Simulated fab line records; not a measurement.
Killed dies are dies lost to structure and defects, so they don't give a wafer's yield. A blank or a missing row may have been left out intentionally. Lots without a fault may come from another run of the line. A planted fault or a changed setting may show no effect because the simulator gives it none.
fab line records	flow nand-harc
record: lots: 24	wafers: 72	last-day: 24
route steps=1159 shown A_BLC@989 A_M0@1009 A_M1@1048
lots that met no fault: from a run of the same line without faults
start-h: hours from the record's first day to the start of the lot's first wafer shown	wait-h: how many hours have passed since the lot's step before this one	" same as the row above	L1.1+2: one row covering several wafers at once	- no value present, or no start provided	* or withheld: withheld	< > ~ a bound
route shown NAME@n: a module of which the file shows steps, and the number in the route of the first	usual: mean/standard deviation taken from wafers without a fault	same: alike in all rows	chamber/n: place in a boat	sites: readings site by site	_std_site: their standard deviation	_edge_site: the outer-site mean with the inner-site mean subtracted	radius-mm: for every site, how far away it sits from the centre of the wafer	mask NAME#n: copy n	behind: the last tool/chamber to shape the wafer	hold: cause of the lot's hold/its duration in hours/its outcome	device: the n, p or np transistor that did not switch	end of line: the route-end tests of the same wafers	for a step that has no rows: nothing shown but its recipe	killed: count of dies lost to structure and defects at first sort (not the wafer's yield)	map: per-die view of a wafer (x killed, . not killed, _ where there is no die)
set.NAME: the setting as run; set.NAME@STEP: as run at that earlier step	model.NAME: the simulator's own value behind a step, which no gauge read
a sample of lots followed through the steps of the route, with each step as a table and each wafer as a row
services: the hour from which a tool's chamber was out of use, counted from the record's first day as start-h (under 0 if before that day), plus the number of hours and why
== steps ==
step: NHARC_A_BLC_CVD_24
recipe: target-thk-a: 1500	temp-c: 300	pressure-torr: 40	wf6-flow-sccm: 40	h2-flow-sccm: 1600	ar-flow-sccm: 1560	time-s: 434	material: W
usual: heater-power-outer-w: 253/31	heater-power-w: 468/45	mfc-wf6-sccm: 40.00/0.12	throttle-valve-pct: 8.0/0.44
same: time-s: 434
lot.wafer	tool	chamber	start-h	wait-h	heater-power-outer-w	heater-power-w	mfc-wf6-sccm	since-wet-clean-h	throttle-valve-pct
L075.2	cvd-w-01	1	-	-	255	457	39.93	96	7.7
L075.1	"	0	"	"	295	541	39.96	97	8.4
L075.4	"	0	"	"	306	545	40.05	-	8.4
L076.1	cvd-w-01	0	-	-	297	532	40.02	97	8.6
L076.3	"	1	"	"	254	463	40.03	-	7.3
L076.5	"	1	"	"	252	463	40.00	-	7.4
L078.2	cvd-w-02	1	-	-	215	402	40.02	13	8.5
L078.4	"	0	"	"	238	467	39.88	-	7.4
L078.5	"	1	"	"	212	405	40.11	-	8.6
L074.1	cvd-w-02	0	-	-	238	461	39.95	15	7.6
L074.4	"	0	"	"	234	468	40.11	-	7.6
L074.6	"	0	"	"	237	454	40.27	-	7.6
L079.3	cvd-w-02	1	-	-	210	400	40.11	-	8.4
L079.5	"	0	"	"	235	462	40.22	-	7.6
L079.6	"	1	"	"	212	403	40.16	-	8.5
L077.3	cvd-w-02	0	-	-	235	471	40.17	-	7.8
L077.6	"	1	"	"	213	404	40.03	-	8.3
L077.5	"	0	"	"	241	466	39.83	-	7.4
L080.1	cvd-w-01	1	-	-	260	457	40.01	130	7.4
L080.3	"	1	"	"	251	454	40.13	-	7.5
L080.5	"	1	"	"	248	462	40.15	-	7.5
L081.2	cvd-w-02	0	-	-	239	458	39.91	53	7.6
L081.3	"	0	"	"	246	471	40.26	-	7.6
L081.5	"	1	"	"	209	409	40.07	-	8.2
L082.1	cvd-w-02	0	-	-	237	462	40.00	58	7.5
L082.4	"	1	"	"	207	401	39.96	-	8.3
L082.5	"	1	"	"	214	411	40.01	-	8.6
L084.2	cvd-w-01	1	-	-	246	454	39.86	143	7.7
L084.4	"	0	"	"	295	543	40.01	-	8.3
L084.6	"	0	"	"	301	532	39.96	-	8.4
L083.2	cvd-w-02	1	-	-	210	401	40.18	59	8.6
L083.4	"	0	"	"	240	473	40.01	-	7.6
L083.6	"	0	"	"	238	460	40.05	-	7.6
L085.4	cvd-w-01	1	-	-	247	450	39.80	-	7.8
L085.5	"	0	"	"	301	549	39.99	-	8.6
L085.6	"	1	"	"	254	471	39.95	-	7.8
L086.2	cvd-w-01	1	-	-	256	470	40.12	159	7.6
L086.4	"	0	"	"	303	543	39.99	-	8.5
L086.6	"	1	"	"	248	461	40.02	-	7.6
L087.1	cvd-w-01	1	-	-	247	468	40.16	162	7.8
L087.2	"	0	"	"	299	554	40.10	162	8.4
L087.4	"	0	"	"	291	549	39.93	-	8.2
L089.1	cvd-w-02	0	-	-	245	447	39.98	83	7.4
L089.4	"	1	"	"	211	419	39.67	-	8.4
L089.5	"	1	"	"	208	403	39.82	-	8.6
L088.1	cvd-w-02	1	-	-	214	399	39.94	87	8.7
L088.6	"	1	"	"	211	405	40.02	-	8.6
L088.5	"	0	"	"	236	462	40.03	-	7.5
L091.2	cvd-w-01	1	-	-	260	474	40.12	6	7.6
L091.1	"	0	"	"	295	506	39.97	6	8.5
L091.3	"	0	"	"	297	510	40.04	-	8.1
L090.3	cvd-w-01	0	-	-	295	517	39.87	-	8.2
L090.4	"	1	"	"	259	472	39.87	-	7.6
L090.6	"	0	"	"	293	511	39.81	-	8.4
L092.3	cvd-w-01	1	-	-	263	477	40.18	-	7.3
L092.4	"	0	"	"	299	519	39.83	-	8.6
L092.5	"	0	"	"	295	521	39.83	-	8.2
L095.2	cvd-w-01	0	-	-	299	499	40.15	21	8.6
L095.5	"	0	"	"	298	509	40.17	-	8.3
L095.6	"	1	"	"	260	475	39.82	-	7.5
L093.2	cvd-w-01	0	-	-	296	511	40.01	22	8.4
L093.3	"	0	"	"	296	519	40.09	-	8.2
L093.5	"	1	"	"	255	460	40.19	-	7.5
L094.1	cvd-w-02	0	-	-	243	464	40.07	125	7.7
L094.4	"	1	"	"	218	411	39.94	-	8.4
L094.6	"	0	"	"	242	466	39.99	-	7.8
L096.3	cvd-w-01	0	-	-	289	515	40.12	-	8.5
L096.5	"	0	"	"	292	519	40.11	-	8.4
L096.6	"	1	"	"	250	478	39.90	-	7.6
L097.2	cvd-w-02	0	-	-	243	460	40.16	136	7.7
L097.1	"	1	"	"	216	402	39.96	136	8.3
L097.4	"	0	"	"	234	455	39.90	-	7.3
step: NHARC_A_M0_ETCH_15
recipe: target-depth-a: 1500	overetch-a: 150	time-s: 82.5	c4f8-flow-sccm: withheld	ar-flow-sccm: 400	rf-w: 600	bias-w: 300	chemistry: C4F8/Ar
usual: oes-product-au: 0.949/0.023	rf-vpp-V: 440.0/2.4
same: time-s: 82.5
lot.wafer	tool	chamber	start-h	wait-h	oes-product-au	rf-hours-counter-h	rf-vpp-V
L075.1	rie-diel-01	0	-	-	0.963	6	439.5
L075.4	"	2	"	"	0.948	7	440.7
L075.2	"	3	"	"	0.956	7	438.8
L076.1	rie-diel-07	3	-	-	0.910	11	441.0
L076.3	"	0	"	"	0.946	12	438.9
L076.5	"	1	"	"	0.929	-	437.8
L078.4	rie-diel-01	0	-	-	0.953	6	438.5
L078.2	"	1	"	"	0.959	6	443.9
L078.5	"	0	"	"	0.956	-	438.8
L074.4	rie-diel-01	1	-	-	0.925	6	444.6
L074.1	"	3	"	"	0.935	7	440.7
L074.6	"	1	"	"	0.928	-	445.1
L079.3	rie-diel-07	0	-	-	0.972	1	438.8
L079.6	"	1	"	"	0.969	-	438.1
L079.5	"	2	"	"	0.979	-	438.0
L077.3	rie-diel-07	2	-	-	0.986	1	438.5
L077.6	"	1	"	"	0.963	-	438.6
L077.5	"	2	"	"	0.965	-	437.9
L080.1	rie-diel-01	1	-	-	0.930	8	446.2
L080.3	"	2	"	"	0.918	9	440.8
L080.5	"	2	"	"	0.922	-	441.1
L081.3	rie-diel-05	0	-	-	0.964	7	441.5
L081.2	"	2	"	"	0.972	8	441.1
L081.5	"	1	"	"	0.960	-	437.2
L082.4	rie-diel-01	3	-	-	0.984	10	439.2
L082.1	"	2	"	"	0.958	9	440.6
L082.5	"	3	"	"	0.976	-	439.4
L084.2	rie-diel-05	0	-	-	0.942	7	440.3
L084.4	"	2	"	"	0.949	8	441.3
L084.6	"	0	"	"	0.940	-	442.7
L083.4	rie-diel-07	3	-	-	0.960	3	442.7
L083.2	"	0	"	"	0.979	2	440.0
L083.6	"	0	"	"	0.976	-	440.0
L085.4	rie-diel-01	2	-	-	0.929	10	441.7
L085.5	"	0	"	"	0.908	-	438.0
L085.6	"	1	"	"	0.929	-	444.6
L086.2	rie-diel-07	2	-	-	0.968	4	438.3
L086.4	"	3	"	"	0.928	4	441.3
L086.6	"	3	"	"	0.945	-	442.1
L087.2	rie-diel-01	1	-	-	0.927	10	445.5
L087.1	"	2	"	"	0.923	11	442.3
L087.4	"	3	"	"	0.934	11	439.7
L089.1	rie-diel-07	2	-	-	0.976	4	440.2
L089.4	"	0	"	"	0.984	4	440.4
L089.5	"	2	"	"	0.967	-	437.4
L088.1	rie-diel-05	2	-	-	0.924	9	439.9
L088.6	"	2	"	"	0.917	-	439.7
L088.5	"	3	"	"	0.923	-	438.2
L091.3	rie-diel-05	2	-	-	0.933	10	438.8
L091.2	"	3	"	"	0.931	11	439.3
L091.1	"	1	"	"	0.934	10	436.6
L090.3	rie-diel-05	2	-	-	0.917	10	438.7
L090.4	"	0	"	"	0.935	10	442.2
L090.6	"	1	"	"	0.933	-	435.8
L092.4	rie-diel-05	2	-	-	0.914	10	437.5
L092.3	"	0	"	"	0.929	10	440.9
L092.5	"	2	"	"	0.922	-	440.5
L095.2	rie-diel-01	2	-	-	0.975	1	441.1
L095.5	"	0	"	"	0.951	-	439.2
L095.6	"	1	"	"	0.963	-	444.4
L093.3	rie-diel-05	0	-	-	0.924	11	440.7
L093.2	"	1	"	"	0.929	11	436.9
L093.5	"	1	"	"	0.924	-	436.8
L094.1	rie-diel-01	2	-	-	0.985	1	441.8
L094.4	"	0	"	"	0.947	1	439.1
L094.6	"	2	"	"	0.979	-	441.3
L096.3	rie-diel-07	1	-	-	0.977	9	438.1
L096.6	"	2	"	"	0.983	-	439.3
L096.5	"	3	"	"	0.969	-	441.1
L097.4	rie-diel-07	1	-	-	0.998	9	437.8
L097.1	"	2	"	"	0.995	8	439.4
L097.2	"	3	"	"	0.965	8	439.7
step: NHARC_A_M0_STRIP_18
recipe: power-w: 1000	n2-flow-sccm: 150	h2-flow-sccm: 150	ar-flow-sccm: 0	bias-w: 0	chemistry: N2/H2
usual: drypump-motor-current-A: 5.6/0.39	oes-product-au: 1.003/0.0082	power-w: 1001/3.1	rf-vpp-V: 90.4/0.76	showerhead-plenum-p-Torr: 1.99/0.059	throttle-valve-pct: 14.172/0.0087
lot.wafer	tool	chamber	start-h	wait-h	drypump-motor-current-A	oes-product-au	power-w	rf-hours-counter-h	rf-vpp-V	showerhead-plenum-p-Torr	throttle-valve-pct
L075.2	rie-diel-05	2	404.56	0.1	5.8	1.002	1005	5.3	90.1	1.98	14.179
L075.4	"	3	"	"	5.9	0.990	1000	5.2	90.1	1.96	14.180
L075.1	"	0	"	"	5.4	0.994	999	3.7	90.4	2.06	14.162
L076.1	rie-diel-05	2	405.14	0.1	5.8	0.997	1000	5.4	89.7	1.98	14.180
L076.3	"	0	"	"	5.4	0.992	1004	3.8	91.1	2.06	14.178
L076.5	"	1	"	"	5.0	1.005	997	-	89.1	1.90	14.172
L078.2	rie-diel-01	0	405.89	0.1	5.8	0.988	997	6.2	90.4	1.98	14.179
L078.4	"	1	"	"	5.3	1.006	1003	6.4	90.7	2.18	14.185
L078.5	"	0	"	"	5.9	0.994	1001	-	91.7	1.98	14.177
L074.4	rie-diel-05	0	407.97	0.1	5.4	0.997	1000	4.0	91.2	2.06	14.176
L074.1	"	1	"	"	5.0	1.004	1006	5.0	89.7	1.90	14.177
L074.6	"	2	"	"	5.8	0.996	1008	-	91.0	1.98	14.162
L079.3	rie-diel-01	2	424.18	0.1	5.7	1.005	998	7.8	90.9	2.05	14.172
L079.6	"	2	"	"	5.6	1.003	997	-	90.3	2.05	14.174
L079.5	"	3	"	"	6.0	1.002	1001	-	89.2	1.97	14.179
L077.3	rie-diel-05	3	427.51	0.1	5.9	0.995	1002	6.8	90.2	1.96	14.182
L077.5	"	3	"	"	5.9	1.003	1001	-	90.6	1.96	14.175
L077.6	"	0	"	"	5.4	0.994	1004	-	91.9	2.06	14.188
L080.1	rie-diel-07	3	438.98	0.1	5.1	0.998	1002	2.3	90.6	2.06	14.160
L080.3	"	0	"	"	6.1	1.001	997	1.7	91.6	2.00	14.173
L080.5	"	2	"	"	5.2	1.010	1001	-	90.7	1.96	14.173
L081.3	rie-diel-07	0	446.42	0.1	6.0	1.003	1000	1.9	89.8	2.00	14.176
L081.2	"	2	"	"	5.2	1.016	1001	2.8	90.3	1.96	14.164
L081.5	"	0	"	"	6.0	1.008	1004	-	90.2	2.00	14.183
L082.1	rie-diel-07	2	450.55	0.1	5.2	1.027	1003	3.1	90.6	1.96	14.179
L082.4	"	3	"	"	5.0	0.999	1000	3.0	91.5	2.06	14.169
L082.5	"	2	"	"	5.2	1.018	995	-	89.5	1.96	14.153
L084.2	rie-diel-05	0	451.04	0.1	5.4	1.008	999	7.4	91.2	2.06	14.166
L084.4	"	3	"	"	5.9	0.999	1000	8.6	90.8	1.96	14.186
L084.6	"	0	"	"	5.4	1.017	1007	-	89.7	2.06	14.171
L083.4	rie-diel-01	3	451.31	0.1	6.0	0.999	999	9.9	91.6	1.97	14.169
L083.2	"	2	"	"	5.6	1.005	999	9.5	91.7	2.05	14.172
L083.6	"	3	"	"	6.0	1.013	1002	-	91.3	1.97	14.173
L085.4	rie-diel-05	0	464.77	0.1	5.4	0.981	1000	8.4	90.7	2.06	14.168
L085.5	"	2	"	"	5.8	0.996	1002	-	89.5	1.98	14.178
L085.6	"	3	"	"	5.9	0.995	999	-	89.9	1.96	14.172
L086.2	rie-diel-07	3	466.82	0.1	5.1	1.001	1004	3.7	91.2	2.06	14.173
L086.4	"	0	"	"	6.1	1.010	1006	3.1	91.6	2.00	14.164
L086.6	"	2	"	"	5.2	1.009	1000	-	89.0	1.96	14.182
L087.4	rie-diel-07	2	469.83	0.1	5.2	1.015	1004	4.1	89.9	1.96	14.159
L087.1	"	3	"	"	5.1	1.003	997	4.0	89.2	2.06	14.171
L087.2	"	0	"	"	6.0	1.011	1000	3.4	90.6	2.00	14.164
L089.4	rie-diel-07	0	476.66	0.1	6.0	1.014	1002	3.6	90.1	2.00	14.178
L089.1	"	3	"	"	5.0	1.003	999	4.3	90.7	2.06	14.177
L089.5	"	1	"	"	6.0	1.008	998	-	90.3	1.93	14.171
L088.1	rie-diel-07	1	480.15	0.1	6.0	1.004	998	4.9	90.7	1.93	14.168
L088.5	"	1	"	"	6.0	1.006	995	-	89.7	1.93	14.180
L088.6	"	2	"	"	5.2	0.996	1005	-	90.4	1.96	14.171
L091.3	rie-diel-07	1	495.15	0.1	6.0	1.010	1003	6.0	89.6	1.93	14.186
L091.1	"	2	"	"	5.2	0.999	1004	5.4	90.6	1.96	14.175
L091.2	"	3	"	"	5.0	0.994	993	5.5	91.5	2.06	14.156
L090.4	rie-diel-07	1	498.43	0.1	6.0	1.003	999	6.1	91.1	1.93	14.169
L090.3	"	2	"	"	5.2	1.003	1002	5.6	91.6	1.96	14.185
L090.6	"	3	"	"	5.0	0.992	1005	-	91.2	2.06	14.156
L092.3	rie-diel-07	0	498.90	0.1	6.1	1.012	996	5.4	90.9	2.00	14.172
L092.4	"	1	"	"	5.9	1.008	1003	6.2	89.9	1.93	14.184
L092.5	"	3	"	"	5.0	0.992	1000	-	90.2	2.06	14.159
L095.2	rie-diel-07	3	510.90	0.2	5.0	1.004	1001	6.3	90.2	2.06	14.165
L095.5	"	0	"	"	6.0	1.007	1002	-	90.8	2.00	14.162
L095.6	"	1	"	"	6.0	1.016	1007	-	88.4	1.93	14.164
L093.3	rie-diel-07	2	511.27	0.1	5.2	1.015	998	6.2	90.5	1.96	14.174
L093.2	"	0	"	"	6.1	1.009	1005	6.1	89.0	2.00	14.166
L093.5	"	2	"	"	5.2	1.018	999	-	90.6	1.96	14.161
L094.4	rie-diel-07	1	518.24	0.1	5.9	1.012	995	7.0	90.4	1.93	14.177
L094.1	"	2	"	"	5.2	1.006	1002	6.4	89.7	1.96	14.167
L094.6	"	0	"	"	6.0	0.999	1004	-	90.1	2.00	14.189
L096.3	rie-diel-01	0	528.40	0.1	5.8	0.995	996	2.2	90.5	1.98	14.175
L096.6	"	3	"	"	6.0	0.996	1004	-	89.7	1.97	14.170
L096.5	"	0	"	"	5.9	0.997	1000	-	89.6	1.98	14.171
L097.1	rie-diel-01	3	528.79	0.1	6.0	1.012	1002	2.3	90.3	1.97	14.175
L097.2	"	0	"	"	5.9	0.988	998	2.2	90.4	1.98	14.182
L097.4	"	1	"	"	5.3	1.008	1001	2.3	91.3	2.18	14.180
step: NHARC_A_M0_DEGAS_28
recipe: temp-c: 250	time-s: 60
usual: heater-power-w: 327/39
same: time-s: 60
lot.wafer	tool	chamber	start-h	wait-h	heater-power-w
L075.1	pvd-sputter-01	-	405.11	-	372
L075.2	"	-	"	"	333
L075.4	"	-	"	"	319
L076.1	pvd-sputter-02	-	405.68	-	335
L076.3	"	-	"	"	346
L076.5	"	-	"	"	239
L078.4	pvd-sputter-02	-	406.41	-	360
L078.2	"	-	"	"	344
L078.5	"	-	"	"	354
L074.4	pvd-sputter-01	-	408.46	-	331
L074.1	"	-	"	"	375
L074.6	"	-	"	"	341
L079.3	pvd-sputter-01	-	424.72	-	361
L079.6	"	-	"	"	375
L079.5	"	-	"	"	336
L077.3	pvd-sputter-01	-	428.06	-	285
L077.6	"	-	"	"	323
L077.5	"	-	"	"	288
L080.1	pvd-sputter-01	-	439.50	-	375
L080.3	"	-	"	"	328
L080.5	"	-	"	"	288
L081.3	pvd-sputter-03	-	446.95	-	370
L081.2	"	-	"	"	351
L081.5	"	-	"	"	366
L082.1	pvd-sputter-01	-	451.09	-	368
L082.4	"	-	"	"	341
L082.5	"	-	"	"	329
L084.4	pvd-sputter-01	-	451.58	-	374
L084.2	"	-	"	"	325
L084.6	"	-	"	"	342
L083.2	pvd-sputter-03	-	451.86	-	277
L083.4	"	-	"	"	352
L083.6	"	-	"	"	274
L085.4	pvd-sputter-02	-	465.28	-	247
L085.6	"	-	"	"	339
L085.5	"	-	"	"	242
L086.4	pvd-sputter-01	-	467.34	-	331
L086.2	"	-	"	"	364
L086.6	"	-	"	"	328
L087.4	pvd-sputter-02	-	470.38	-	322
L087.1	"	-	"	"	352
L087.2	"	-	"	"	335
L089.1	pvd-sputter-01	-	477.20	-	284
L089.4	"	-	"	"	375
L089.5	"	-	"	"	278
L088.1	pvd-sputter-03	-	480.70	-	357
L088.5	"	-	"	"	285
L088.6	"	-	"	"	357
L091.3	pvd-sputter-02	-	495.70	-	245
L091.1	"	-	"	"	323
L091.2	"	-	"	"	341
L090.3	pvd-sputter-01	-	498.92	-	282
L090.4	"	-	"	"	381
L090.6	"	-	"	"	374
L092.4	pvd-sputter-02	-	499.41	-	316
L092.3	"	-	"	"	339
L092.5	"	-	"	"	243
L095.2	pvd-sputter-03	-	511.39	-	371
L095.6	"	-	"	"	361
L095.5	"	-	"	"	371
L093.2	pvd-sputter-01	-	511.82	-	326
L093.3	"	-	"	"	322
L093.5	"	-	"	"	377
L094.4	pvd-sputter-02	-	518.80	-	244
L094.1	"	-	"	"	356
L094.6	"	-	"	"	247
L096.3	pvd-sputter-01	-	528.94	-	331
L096.6	"	-	"	"	281
L096.5	"	-	"	"	359
L097.2	pvd-sputter-03	-	529.34	-	373
L097.4	"	-	"	"	366
L097.1	"	-	"	"	359
step: NHARC_A_M1_PVD_20
recipe: target-thk-a: 50	bias-v: 168.6	power-w: 15000	chamber-pressure-pa: 0.12	time-s: 8.06	substrate-temp-c: 50	material: TaN
usual: throttle-valve-pct: 30.2/1.3
same: time-s: 8.06
lot.wafer	tool	chamber	start-h	wait-h	throttle-valve-pct
L075.2	pvd-sputter-03	-	-	-	28.4
L075.1	"	-	"	"	30.9
L075.4	"	-	"	"	33.2
L076.1	pvd-sputter-01	-	-	-	31.2
L076.3	"	-	"	"	28.6
L076.5	"	-	"	"	28.9
L078.2	pvd-sputter-01	-	-	-	31.4
L078.4	"	-	"	"	29.1
L078.5	"	-	"	"	29.0
L074.1	pvd-sputter-03	-	-	-	29.7
L074.4	"	-	"	"	28.2
L074.6	"	-	"	"	30.0
L079.3	pvd-sputter-01	-	-	-	29.1
L079.6	"	-	"	"	28.9
L079.5	"	-	"	"	31.1
L077.3	pvd-sputter-02	-	-	-	30.1
L077.5	"	-	"	"	28.5
L077.6	"	-	"	"	31.0
L080.3	pvd-sputter-03	-	-	-	28.5
L080.1	"	-	"	"	33.2
L080.5	"	-	"	"	31.0
L081.3	pvd-sputter-02	-	-	-	31.1
L081.2	"	-	"	"	31.7
L081.5	"	-	"	"	31.0
L082.4	pvd-sputter-02	-	-	-	31.2
L082.1	"	-	"	"	31.5
L082.5	"	-	"	"	30.9
L084.4	pvd-sputter-03	-	-	-	28.4
L084.2	"	-	"	"	29.5
L084.6	"	-	"	"	28.3
L083.2	pvd-sputter-02	-	-	-	31.6
L083.4	"	-	"	"	30.1
L083.6	"	-	"	"	31.5
L085.4	pvd-sputter-03	-	-	-	30.3
L085.6	"	-	"	"	30.4
L085.5	"	-	"	"	32.2
L086.4	pvd-sputter-02	-	-	-	29.8
L086.2	"	-	"	"	31.3
L086.6	"	-	"	"	29.9
L087.1	pvd-sputter-02	-	-	-	31.5
L087.4	"	-	"	"	30.0
L087.2	"	-	"	"	28.4
L089.1	pvd-sputter-01	-	-	-	28.9
L089.4	"	-	"	"	28.6
L089.5	"	-	"	"	29.0
L088.1	pvd-sputter-02	-	-	-	31.1
L088.6	"	-	"	"	31.0
L088.5	"	-	"	"	31.8
L091.3	pvd-sputter-01	-	-	-	28.9
L091.2	"	-	"	"	30.8
L091.1	"	-	"	"	28.2
L090.4	pvd-sputter-02	-	-	-	31.0
L090.3	"	-	"	"	31.6
L090.6	"	-	"	"	31.5
L092.3	pvd-sputter-03	-	-	-	28.5
L092.4	"	-	"	"	30.0
L092.5	"	-	"	"	30.2
L095.2	pvd-sputter-02	-	-	-	28.4
L095.6	"	-	"	"	28.3
L095.5	"	-	"	"	31.2
L093.3	pvd-sputter-02	-	-	-	28.5
L093.2	"	-	"	"	31.5
L093.5	"	-	"	"	28.6
L094.4	pvd-sputter-02	-	-	-	30.1
L094.1	"	-	"	"	31.1
L094.6	"	-	"	"	28.6
L096.3	pvd-sputter-01	-	-	-	31.6
L096.5	"	-	"	"	29.0
L096.6	"	-	"	"	30.2
L097.4	pvd-sputter-03	-	-	-	30.3
L097.2	"	-	"	"	32.1
L097.1	"	-	"	"	28.4
step: NHARC_A_M1_DEP_33
recipe: target-thk-a: 300	temp-c: 370	target-thk-nm: 30	pressure-torr: 3	flow-sccm: 200	rf-w: 450	material: SiCN
usual: heater-power-outer-w: 353/45	heater-power-w: 615/77
lot.wafer	tool	chamber	start-h	wait-h	heater-power-outer-w	heater-power-w	since-wet-clean-h
L075.2	pecvd-04	0	411.47	0.1	314	543	22
L075.1	"	2	"	"	374	698	22
L075.4	"	2	"	"	370	696	-
L076.3	pecvd-02	2	411.78	0.1	311	626	65
L076.1	"	0	"	"	292	549	65
L076.5	"	2	"	"	304	605	-
L078.2	pecvd-03	1	412.53	0.1	393	659	107
L078.4	"	0	"	"	346	550	-
L078.5	"	1	"	"	397	660	-
L074.1	pecvd-04	0	414.43	0.1	273	507	25
L074.6	"	2	"	"	413	754	-
L074.4	"	1	"	"	391	626	-
L079.3	pecvd-03	2	430.72	0.1	399	732	125
L079.6	"	0	"	"	282	447	-
L079.5	"	2	"	"	405	739	-
L077.3	pecvd-04	0	434.23	0.1	317	560	45
L077.5	"	0	"	"	320	564	-
L077.6	"	2	"	"	380	711	-
L080.1	pecvd-02	0	445.73	0.1	278	536	99
L080.3	"	2	"	"	310	610	99
L080.5	"	0	"	"	278	556	-
L081.2	pecvd-04	1	453.34	0.1	383	621	64
L081.3	"	0	"	"	332	561	-
L081.5	"	1	"	"	393	617	-
L082.1	pecvd-04	1	457.27	0.1	363	580	68
L082.4	"	0	"	"	311	555	-
L082.5	"	1	"	"	344	591	-
L084.2	pecvd-03	0	458.63	0.1	346	547	153
L084.6	"	0	"	"	344	560	-
L084.4	"	2	"	"	369	702	-
L083.2	pecvd-03	0	459.04	0.1	319	524	154
L083.6	"	1	"	"	362	594	-
L083.4	"	2	"	"	377	690	-
L085.6	pecvd-04	1	471.49	0.2	396	619	-
L085.4	"	2	"	"	357	666	-
L085.5	"	0	"	"	256	481	-
L086.2	pecvd-04	1	474.13	0.1	333	550	85
L086.6	"	0	"	"	339	587	-
L086.4	"	1	"	"	324	554	-
L087.1	pecvd-04	1	476.52	0.1	305	493	87
L087.2	"	2	"	"	414	725	87
L087.4	"	1	"	"	310	513	-
L089.1	pecvd-02	1	484.18	0.1	440	696	137
L089.4	"	0	"	"	346	612	-
L089.5	"	1	"	"	449	698	-
L088.1	pecvd-03	0	486.59	0.1	318	514	0
L088.5	"	0	"	"	323	511	-
L088.6	"	1	"	"	384	638	-
L091.3	pecvd-02	2	501.64	0.1	319	614	155
L091.1	"	0	"	"	338	606	155
L091.2	"	1	"	"	440	710	155
L090.3	pecvd-02	2	504.85	0.1	331	642	158
L090.6	"	2	"	"	335	635	-
L090.4	"	1	"	"	419	698	-
L092.3	pecvd-03	0	505.26	0.1	343	561	19
L092.4	"	2	"	"	432	767	-
L092.5	"	1	"	"	386	643	-
L095.2	pecvd-03	2	519.05	0.1	350	678	33
L095.5	"	0	"	"	284	457	-
L095.6	"	1	"	"	379	631	-
L093.2	pecvd-04	1	519.27	0.1	387	593	130
L093.3	"	0	"	"	334	580	-
L093.5	"	1	"	"	379	611	-
L094.1	pecvd-03	2	525.22	0.1	323	629	39
L094.4	"	1	"	"	308	534	-
L094.6	"	2	"	"	342	640	-
L096.3	pecvd-04	2	534.94	0.1	415	748	146
L096.5	"	0	"	"	283	500	-
L096.6	"	1	"	"	393	651	-
L097.1	pecvd-04	2	535.31	0.1	431	777	146
L097.2	"	1	"	"	356	568	146
L097.4	"	1	"	"	351	581	-
== services ==
tool	chamber	start-h	hours	kind
pecvd-03	-	390.62	0.5	repair
rie-diel-07	2	391.26	17.1	repair
pvd-sputter-02	-	392.01	10.0	pm
rie-diel-07	-	405.20	9.0	pm
pvd-sputter-02	-	411.04	2.2	repair
rie-diel-07	0	431.19	4.0	repair
pecvd-03	0	440.29	4.2	repair
pecvd-02	-	442.43	0.7	repair
pecvd-04	2	450.28	15.4	repair
pecvd-02	0	455.95	11.6	repair
pvd-sputter-01	-	458.60	0.9	repair
pvd-sputter-03	-	459.21	10.0	pm
rie-diel-05	-	465.37	1.7	repair
pecvd-03	-	473.42	13.0	pm
cvd-w-01	-	474.01	13.0	pm
pvd-sputter-03	-	481.22	5.5	repair
pvd-sputter-01	-	483.70	3.6	repair
rie-diel-01	-	491.91	9.0	pm
pecvd-02	-	497.13	0.3	repair
pecvd-03	0	508.13	4.5	repair
pecvd-03	-	510.43	0.7	repair
pvd-sputter-01	-	514.03	10.0	pm
pecvd-04	2	517.17	9.1	repair
rie-diel-05	-	517.62	9.0	pm
== key ==
fault none
